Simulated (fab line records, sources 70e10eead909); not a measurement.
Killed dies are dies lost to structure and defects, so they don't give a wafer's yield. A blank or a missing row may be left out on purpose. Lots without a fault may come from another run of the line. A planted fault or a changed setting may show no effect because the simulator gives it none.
Chamber matching | flow nand_harc | NHARC_A_WL_FILL_ALD_19 on ald_metal-03: 4 sister chambers
The step deposits TiN, target thk 2 nm, pulse time 3 s, ald cycles 100. 18 wafers are shown with their chamber, then 9 later ones without.

WAFERS WITH THEIR CHAMBER
wafer  | chamber | heater_power_w (W) | precursor_pulse_height_rel
L075.1 | 1       | 1061               | 1.007
L075.3 | 3       | 1024               | 0.988
L075.4 | 1       | 1080               | 1.004
L077.2 | 1       | 1067               | 1.009
L077.5 | 3       | 1018               | 0.976
L077.6 | 2       | 1136               | 0.995
L081.1 | 0       | 1034               | 1.002
L081.2 | 1       | 1056               | 0.981
L081.4 | 3       | 1015               | 1.008
L083.1 | 2       | 1149               | 0.992
L083.2 | 0       | 1032               | 0.969
L083.4 | 1       | 1046               | 1.000
L084.2 | 2       | 1141               | 0.989
L084.4 | 3       | 1037               | 1.040
L084.5 | 2       | 1151               | 0.986
L085.1 | 3       | 1015               | 1.016
L085.3 | 2       | 1118               | 1.011
L085.6 | 2       | 1150               | 1.007

SIGNATURES (means of the wafers above)
reading                    | chamber 0 | chamber 1 | chamber 2 | chamber 3 | scatter within a chamber
heater_power_w             | 1033.00   | 1062.00   | 1140.83   | 1021.80   | 11.3
precursor_pulse_height_rel | 0.98550   | 1.00020   | 0.99667   | 1.00560   | 0.017
Rule: a wafer's distance from a chamber is the root of the sum, over the readings, of the square of ((its reading less the chamber's mean) divided by the reading's scatter). The wafer belongs to the nearest chamber; if the next one is less than 2 further off, it can't be placed. The scatter: the root of (the sum of the squares of (reading less its chamber's mean) over the shown wafers, divided by (wafers less chambers)).

WAFERS WITHOUT THEIR CHAMBER
wafer  | heater_power_w (W) | precursor_pulse_height_rel
L090.3 | 1021               | 1.002
L090.5 | 1149               | 0.968
L090.6 | 1105               | 1.000
L092.1 | 1044               | 0.970
L092.2 | 1049               | 0.994
L092.6 | 1138               | 0.974
L097.1 | 1034               | 1.029
L097.3 | 1078               | 1.037
L097.4 | 1047               | 0.976

WHICH CHAMBER EACH WENT THROUGH
wafer  | from the rows above          | in truth
L090.3 | can't be placed: 3 or 0      | 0
L090.5 | 2                            | 2
L090.6 | can't be placed: 2 or 1      | 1
L092.1 | can't be placed: 0 or 1 or 3 | 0
L092.2 | can't be placed: 1 or 0 or 3 | 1
L092.6 | 2                            | 2
L097.1 | can't be placed: 3 or 0 or 1 | 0
L097.3 | 1                            | 1
L097.4 | can't be placed: 0 or 1 or 3 | 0
Placed correctly: 3 of 9. Can't be placed from these rows: 6 (the true chamber is among the candidates in 6). Placed wrongly: 0.
